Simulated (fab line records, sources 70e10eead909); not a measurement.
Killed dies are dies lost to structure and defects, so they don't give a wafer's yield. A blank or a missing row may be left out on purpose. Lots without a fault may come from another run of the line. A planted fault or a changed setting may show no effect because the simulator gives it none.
Chamber matching | flow nand_harc | NHARC_A_M1_ETCH_28 on rie_diel-12: 4 sister chambers
The step etches the open film in CF4/N2, target depth 30 nm, time 72.99 s. 14 wafers are shown with their chamber, then 7 later ones without.

WAFERS WITH THEIR CHAMBER
wafer  | chamber | drypump_motor_current_A (A) | rf_vpp_V (V) | cf4_flow_sccm (sccm)
L959.2 | 3       | 5.3                         | 317.3        | 50.11
L959.4 | 1       | 5.0                         | 312.1        | 49.92
L959.6 | 2       | 5.8                         | 315.6        | 49.95
L960.4 | 3       | 5.3                         | 316.5        | 49.87
L960.5 | 0       | 6.7                         | 311.4        | 50.06
L960.6 | 3       | 5.3                         | 315.9        | 49.84
L962.1 | 3       | 5.3                         | 315.3        | 50.12
L962.3 | 1       | 5.1                         | 311.4        | 49.87
L962.5 | 1       | 5.1                         | 312.1        | 49.80
L965.1 | 2       | 5.8                         | 315.2        | 50.13
L965.4 | 3       | 5.3                         | 316.7        | 49.87
L965.5 | 2       | 5.9                         | 314.4        | 50.15
L970.1 | 2       | 5.8                         | 314.9        | 50.00
L970.3 | 3       | 5.3                         | 315.8        | 49.79

SIGNATURES (means of the wafers above)
reading                 | chamber 0 | chamber 1 | chamber 2 | chamber 3 | scatter within a chamber
drypump_motor_current_A | 6.700     | 5.067     | 5.825     | 5.300     | 0.0376
rf_vpp_V                | 311.400   | 311.867   | 315.025   | 316.250   | 0.607
cf4_flow_sccm           | 50.0600   | 49.8633   | 50.0575   | 49.9333   | 0.118
Rule: a wafer's distance from a chamber is the root of the sum, over the readings, of the square of ((its reading less the chamber's mean) divided by the reading's scatter). The wafer belongs to the nearest chamber; if the next one is less than 2 further off, it can't be placed. The scatter: the root of (the sum of the squares of (reading less its chamber's mean) over the shown wafers, divided by (wafers less chambers)).

WAFERS WITHOUT THEIR CHAMBER
wafer  | drypump_motor_current_A (A) | rf_vpp_V (V) | cf4_flow_sccm (sccm)
L970.5 | 5.3                         | 314.8        | 49.88
L980.2 | 5.1                         | 311.4        | 50.02
L980.3 | 5.8                         | 315.0        | 50.22
L980.5 | 5.1                         | 312.8        | 49.83
L979.3 | 5.9                         | 315.4        | 50.09
L979.4 | 5.3                         | 314.9        | 50.00
L979.5 | 5.8                         | 316.0        | 50.02

WHICH CHAMBER EACH WENT THROUGH
wafer  | from the rows above | in truth
L970.5 | 3                   | 3
L980.2 | 1                   | 1
L980.3 | 2                   | 2
L980.5 | 1                   | 1
L979.3 | 2                   | 2
L979.4 | 3                   | 3
L979.5 | 2                   | 2
Placed correctly: 7 of 7. Can't be placed from these rows: 0. Placed wrongly: 0.
